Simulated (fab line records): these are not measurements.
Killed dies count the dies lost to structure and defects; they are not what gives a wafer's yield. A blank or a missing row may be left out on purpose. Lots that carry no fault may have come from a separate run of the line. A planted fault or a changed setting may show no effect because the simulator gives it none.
Chamber matching ; flow n5Finfet ; 4 sister chambers for N5_DUMMY_GATE_ETCH_29 on rieDiel-06
The step etches underlayer in N2/H2, target depth 13 nm. 8 wafers are shown with their chamber, then 8 later ones without.

EACH WAFER AND ITS CHAMBER
wafer;chamber;showerheadPlenumPTorr (Torr);throttleValvePct (%)
L083.2;1;2.63;17.61
L084.3;3;2.41;17.76
L084.5;0;2.64;17.78
L084.6;3;2.41;17.75
L085.1;2;2.46;17.95
L085.2;0;2.64;17.80
L085.6;2;2.46;17.95
L089.2;1;2.62;17.64

WAFERS WHOSE CHAMBER IS MISSING
wafer;showerheadPlenumPTorr (Torr);throttleValvePct (%)
L089.5;2.62;17.65
L089.6;2.46;17.95
L090.4;2.62;17.65
L090.5;2.62;17.64
L090.6;2.45;17.96
L092.1;2.62;17.68
L092.2;2.63;17.81
L092.5;2.62;17.66

THE CHAMBER EACH PASSED THROUGH
wafer;from the rows above;in truth
L089.5;1;1
L089.6;2;2
L090.4;1;1
L090.5;1;1
L090.6;2;2
L092.1;1;1
L092.2;0;0
L092.5;1;1
Correct placement for 8 of the 8. Can't be placed from these rows: 0. Wrongly placed: 0.
How it was worked out, from the rows above alone: a wafer's distance from a chamber is the root of the sum, over the readings, of the square of ((its reading less the chamber's mean) divided by the reading's scatter). The wafer belongs to the nearest chamber; if the next one is less than 2 further off, it can't be placed. For every chamber, the mean is computed from those of its wafers that are shown. The scatter: the root of (the sum of the squares of (reading less its chamber's mean) over the shown wafers, divided by (wafers less chambers)).
